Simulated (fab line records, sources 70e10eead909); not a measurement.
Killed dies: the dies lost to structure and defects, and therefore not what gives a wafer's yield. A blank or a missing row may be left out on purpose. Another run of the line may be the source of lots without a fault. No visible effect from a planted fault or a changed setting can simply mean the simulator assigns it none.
fab line records	flow nand_harc	part 2 of 2: steps 5 to 6 of 6
record: lots: 24	wafers: 72	last_day: 33
route steps=1302 shown P_GATE@145 P_CONTACT@234
lots untouched by any fault: they come from a run of this same line in which no faults occurred
start_h: hours from the record's first day to the start of the lot's first wafer shown	wait_h: how many hours have passed since the lot's step before this one	" repeats the value in the row above	L1.1+2: a single row standing in for several wafers	- no value, or no start was given	* or withheld: withheld	< > ~ a bound
route shown NAME@n: NAME is a module with steps in the file, n the number in the route of the first one	usual: mean/standard deviation of fault-free wafers	same: alike in all rows	chamber/n: place in a boat	sites: per-site readings	_std_site: standard deviation of those values	_edge_site: outer sites' mean less inner sites'	radius_mm: for every site, how far away it sits from the centre of the wafer	mask NAME#n: copy n	behind: the most recent tool/chamber to have shaped the wafer	hold: why the lot was held/for how many hours/how that ended	device: which transistor (n, p or np) failed to switch	end of line: the route-end tests of the same wafers	where a step has no rows: the recipe by itself	killed: dies that structure and defects cost at the first sort, which is not the same as the wafer's yield	map: per-die view of a wafer (x killed, . not killed, _ where there is no die)
set.NAME: the setting as run; set.NAME@STEP: as run at that earlier step	model.NAME: the simulator's own value behind a step, which no gauge read
the route's steps for a sample of lots (tables are steps, rows are wafers)
services: the hour from which a tool's chamber was out of use, counted from the record's first day as start_h (under 0 if before that day), plus the number of hours and why
== steps ==
step: NHARC_P_CONTACT_ETCH_31
recipe: target_depth_a: 300	time_s: 85.7	ion_energy_ev: 120	over_etch_frac: 1	ch3f_flow_sccm: 50	o2_flow_sccm: 30	ar_flow_sccm: 200	rf_w: 500	bias_w: 100	chemistry: CH3F/O2
usual: bias_w: 100.0/0.31	drypump_motor_current_A: 5.8/0.32	oes_product_au: 0.979/0.015	rf_vpp_V: 244.6/1.9	showerhead_plenum_p_Torr: 2.47/0.12	throttle_valve_pct: 20.663/0.0087
lot.wafer	tool	chamber	start_h	wait_h	bias_w	drypump_motor_current_A	oes_product_au	rf_hours_counter_h	rf_vpp_V	showerhead_plenum_p_Torr	throttle_valve_pct
L074.1	rie_diel-03	3	-	-	99.7	5.1	0.985	0.4	245.4	2.47	20.673
L074.4	"	1	"	"	99.9	6.1	0.976	0.6	245.7	2.54	20.659
L074.5	"	2	"	"	99.9	5.8	0.978	-	246.3	2.58	20.678
L075.4	rie_diel-03	0	-	-	100.2	5.5	0.991	1.1	242.3	2.36	20.665
L075.1	"	3	"	"	100.2	5.1	1.019	0.8	243.8	2.47	20.661
L075.5	"	1	"	"	100.8	6.1	0.975	-	246.1	2.54	20.665
L076.3	rie_diel-03	2	-	-	100.6	5.9	0.992	1.2	246.0	2.57	20.668
L076.1	"	1	"	"	100.2	6.1	0.985	1.4	245.8	2.54	20.662
L076.5	"	3	"	"	99.8	5.1	1.007	-	244.9	2.47	20.666
L077.3	rie_diel-02	0	-	-	100.4	6.0	0.944	5.8	242.3	2.29	20.663
L077.1	"	2	"	"	99.5	6.0	0.952	5.8	244.8	2.63	20.659
L077.4	"	0	"	"	100.5	6.0	0.943	-	241.7	2.29	20.652
L078.2	rie_diel-03	0	-	-	100.2	5.5	1.002	2.3	242.8	2.35	20.664
L078.3	"	1	"	"	100.5	6.1	0.970	2.1	246.9	2.54	20.667
L078.4	"	3	"	"	99.6	5.1	0.985	2.0	244.5	2.47	20.647
L079.1	rie_diel-03	0	-	-	100.2	5.5	0.986	2.9	241.9	2.35	20.657
L079.4	"	2	"	"	100.0	5.9	0.948	2.1	246.9	2.57	20.670
L079.6	"	0	"	"	100.1	5.5	0.994	-	241.5	2.35	20.673
L080.2	rie_diel-03	0	-	-	100.3	5.5	0.993	3.6	242.3	2.35	20.661
L080.6	"	2	"	"	100.1	5.8	0.978	-	246.2	2.57	20.672
L080.4	"	3	"	"	100.0	5.1	0.997	-	243.9	2.47	20.668
L081.2	rie_diel-02	0	-	-	100.0	6.0	0.968	7.6	242.6	2.29	20.660
L081.3	"	2	"	"	100.1	6.1	0.991	7.8	246.9	2.63	20.673
L081.6	"	1	"	"	100.1	6.1	0.964	-	247.4	2.63	20.652
L082.2	rie_diel-02	2	-	-	100.0	6.1	0.978	8.8	247.6	2.63	20.675
L082.5	"	0	"	"	99.6	6.0	0.966	-	241.6	2.29	20.671
L082.6	"	2	"	"	99.4	6.1	0.992	-	246.4	2.63	20.663
L083.3	rie_diel-02	0	-	-	99.7	6.0	0.983	9.0	242.9	2.29	20.670
L083.2	"	2	"	"	99.8	6.1	0.985	9.3	247.0	2.63	20.675
L083.4	"	3	"	"	100.5	5.9	0.978	-	246.2	2.60	20.651
L084.2	rie_diel-03	1	-	-	100.0	6.1	0.949	3.3	245.2	2.54	20.666
L084.1	"	2	"	"	99.3	5.8	0.956	3.3	246.4	2.57	20.664
L084.6	"	0	"	"	100.1	5.5	0.964	-	244.4	2.35	20.651
L085.3	rie_diel-03	2	-	-	99.8	5.9	0.971	4.0	245.7	2.57	20.660
L085.1	"	1	"	"	100.2	6.1	0.951	3.9	246.1	2.54	20.669
L085.6	"	3	"	"	100.0	5.1	0.997	-	245.7	2.47	20.656
L086.4	rie_diel-02	3	-	-	99.7	6.0	0.988	0.4	246.1	2.60	20.655
L086.2	"	0	"	"	100.3	6.0	0.991	1.1	242.3	2.29	20.661
L086.6	"	0	"	"	100.1	6.0	0.995	-	240.9	2.29	20.691
L087.2	rie_diel-08	2	-	-	100.0	5.3	0.987	0.7	246.2	2.58	20.678
L087.4	"	0	"	"	100.3	5.9	0.993	1.0	243.6	2.33	20.639
L087.5	"	2	"	"	99.6	5.3	0.988	-	246.2	2.58	20.669
L088.2	rie_diel-02	0	-	-	100.1	6.0	0.989	3.0	241.2	2.29	20.674
L088.3	"	1	"	"	100.0	6.1	0.972	2.8	247.4	2.63	20.665
L088.5	"	1	"	"	100.0	6.0	0.986	-	245.9	2.63	20.645
L089.3	rie_diel-08	1	-	-	100.0	5.8	0.967	1.8	243.1	2.37	20.660
L089.2	"	3	"	"	99.9	5.7	0.950	1.5	243.5	2.34	20.651
L089.4	"	0	"	"	99.9	5.9	0.969	1.8	242.1	2.33	20.657
L090.3	rie_diel-08	0	-	-	100.1	5.9	0.994	2.4	242.4	2.33	20.673
L090.2	"	2	"	"	100.0	5.3	0.998	1.9	246.0	2.58	20.644
L090.6	"	0	"	"	100.1	5.9	0.986	-	242.0	2.33	20.669
L091.3	rie_diel-02	0	-	-	99.7	6.0	0.988	4.2	242.7	2.29	20.657
L091.2	"	1	"	"	100.2	6.1	0.970	4.0	246.9	2.63	20.668
L091.6	"	0	"	"	100.0	6.0	0.989	-	242.5	2.29	20.644
L092.3	rie_diel-03	3	-	-	99.9	5.1	0.988	0.5	243.4	2.47	20.645
L092.5	"	0	"	"	100.0	5.5	0.976	-	243.6	2.35	20.658
L092.6	"	1	"	"	100.8	6.1	0.970	-	246.3	2.54	20.647
L093.4	rie_diel-08	0	-	-	100.2	5.9	0.965	3.0	241.8	2.33	20.652
L093.1	"	2	"	"	100.0	5.3	0.960	2.4	246.5	2.58	20.662
L093.5	"	1	"	"	99.9	5.8	0.963	-	244.2	2.37	20.662
L094.4	rie_diel-03	2	-	-	100.0	5.8	0.988	1.1	245.6	2.57	20.655
L094.6	"	0	"	"	100.5	5.5	0.975	-	243.0	2.35	20.661
L094.5	"	1	"	"	100.2	6.1	0.976	-	246.2	2.54	20.664
L095.3	rie_diel-03	3	-	-	100.0	5.1	0.981	1.5	245.4	2.47	20.667
L095.2	"	0	"	"	100.1	5.5	0.991	1.6	245.3	2.35	20.666
L095.1	"	1	"	"	99.8	6.1	0.965	1.6	244.2	2.54	20.660
L096.2	rie_diel-08	3	-	-	99.9	5.6	0.956	3.3	243.0	2.34	20.652
L096.1	"	2	"	"	100.1	5.3	0.987	3.3	246.6	2.58	20.659
L096.6	"	3	"	"	100.1	5.7	0.969	-	243.5	2.34	20.671
L097.1	rie_diel-03	1	-	-	100.2	6.1	0.981	2.8	246.0	2.54	20.656
L097.3	"	0	"	"	99.7	5.5	0.988	2.8	243.1	2.35	20.658
L097.5	"	2	"	"	100.4	5.9	0.996	-	247.3	2.57	20.659
step: NHARC_P_CONTACT_CVD_23
recipe: target_thk_a: 2000	temp_c: 300	pressure_torr: 40	wf6_flow_sccm: 40	h2_flow_sccm: 1600	ar_flow_sccm: 1560	time_s: 557	material: W
usual: heater_power_w: 462/28	throttle_valve_pct: 7.80/0.28
lot.wafer	tool	chamber	start_h	wait_h	heater_power_w	throttle_valve_pct
L074.1	cvd_w-01	0	-	-	438	7.58
L074.4	"	1	"	"	428	8.24
L074.5	"	1	"	"	449	7.82
L075.1	cvd_w-02	0	-	-	498	7.50
L075.4	"	1	"	"	455	7.68
L075.5	"	0	"	"	510	7.44
L076.1	cvd_w-02	0	-	-	513	7.53
L076.3	"	0	"	"	509	7.38
L076.5	"	0	"	"	504	7.58
L077.1	cvd_w-01	1	-	-	442	8.43
L077.4	"	1	"	"	427	8.20
L077.3	"	0	"	"	446	7.81
L078.2	cvd_w-01	0	-	-	451	7.61
L078.3	"	0	"	"	453	7.82
L078.4	"	1	"	"	435	8.07
L079.1	cvd_w-02	1	-	-	462	7.80
L079.4	"	0	"	"	497	7.59
L079.6	"	1	"	"	440	7.78
L080.2	cvd_w-01	1	-	-	437	8.13
L080.4	"	0	"	"	445	7.76
L080.6	"	1	"	"	432	8.31
L081.2	cvd_w-02	0	-	-	503	7.43
L081.3	"	1	"	"	454	7.85
L081.6	"	0	"	"	506	7.42
L082.2	cvd_w-01	0	-	-	445	7.81
L082.5	"	0	"	"	439	7.91
L082.6	"	1	"	"	422	8.00
L083.2	cvd_w-02	1	-	-	470	7.75
L083.3	"	0	"	"	502	7.35
L083.4	"	1	"	"	448	7.62
L084.1	cvd_w-02	0	-	-	508	7.58
L084.2	"	1	"	"	461	7.85
L084.6	"	1	"	"	459	7.62
L085.1	cvd_w-01	1	-	-	426	7.93
L085.3	"	1	"	"	434	8.31
L085.6	"	1	"	"	428	8.06
L086.2	cvd_w-02	0	-	-	507	7.62
L086.4	"	1	"	"	451	7.80
L086.6	"	0	"	"	511	7.76
L087.2	cvd_w-01	1	-	-	430	8.33
L087.4	"	1	"	"	437	8.24
L087.5	"	0	"	"	451	7.93
L088.2	cvd_w-01	0	-	-	461	7.89
L088.3	"	1	"	"	428	7.92
L088.5	"	1	"	"	432	7.99
L089.2	cvd_w-01	1	-	-	434	8.14
L089.3	"	1	"	"	439	7.90
L089.4	"	0	"	"	454	7.91
L090.2	cvd_w-02	0	-	-	492	7.67
L090.3	"	0	"	"	512	7.27
L090.6	"	0	"	"	514	7.48
L091.2	cvd_w-01	0	-	-	447	8.08
L091.3	"	0	"	"	449	8.14
L091.6	"	1	"	"	419	8.08
L092.3	cvd_w-01	1	-	-	434	8.01
L092.6	"	0	"	"	442	7.96
L092.5	"	1	"	"	440	7.99
L093.1	cvd_w-02	1	-	-	467	7.66
L093.4	"	1	"	"	464	7.87
L093.5	"	1	"	"	478	7.68
L094.4	cvd_w-02	0	-	-	487	7.77
L094.6	"	1	"	"	466	7.43
L094.5	"	0	"	"	498	7.62
L095.1	cvd_w-01	0	-	-	464	8.01
L095.2	"	1	"	"	424	7.97
L095.3	"	0	"	"	456	8.35
L096.2	cvd_w-02	1	-	-	480	7.37
L096.1	"	0	"	"	510	7.58
L096.6	"	1	"	"	470	7.42
L097.1	cvd_w-02	0	-	-	507	7.61
L097.3	"	1	"	"	482	7.80
L097.5	"	0	"	"	514	7.32
== services ==
tool	chamber	start_h	hours	kind
rie_diel-04	-	77.98	1.0	repair
rie_diel-04	-	82.21	0.7	repair
plasma_asher-01	-	84.82	5.3	repair
cvd_w-02	-	88.55	13.0	pm
rie_diel-03	2	102.84	7.9	repair
rie_diel-03	-	104.30	9.0	pm
rie_diel-04	2	109.66	6.8	repair
rie_diel-13	0	137.45	3.9	repair
rie_diel-09	-	143.13	9.0	pm
rie_diel-13	3	155.95	2.7	repair
rie_diel-13	2	158.24	3.8	repair
plasma_asher-01	-	165.00	9.0	pm
rie_diel-13	-	165.41	9.0	pm
rie_diel-03	1	172.09	12.8	repair
rie_diel-04	-	177.97	9.0	pm
rie_diel-09	-	182.81	0.9	repair
plasma_asher-01	-	216.48	0.8	repair
rie_diel-09	0	227.22	16.6	repair
rie_diel-09	2	227.75	3.5	repair
rie_diel-09	2	311.39	3.0	repair
rie_diel-09	-	320.13	9.0	pm
plasma_asher-01	-	342.00	9.0	pm
rie_diel-13	-	342.41	9.0	pm
rie_diel-09	2	350.55	2.9	repair
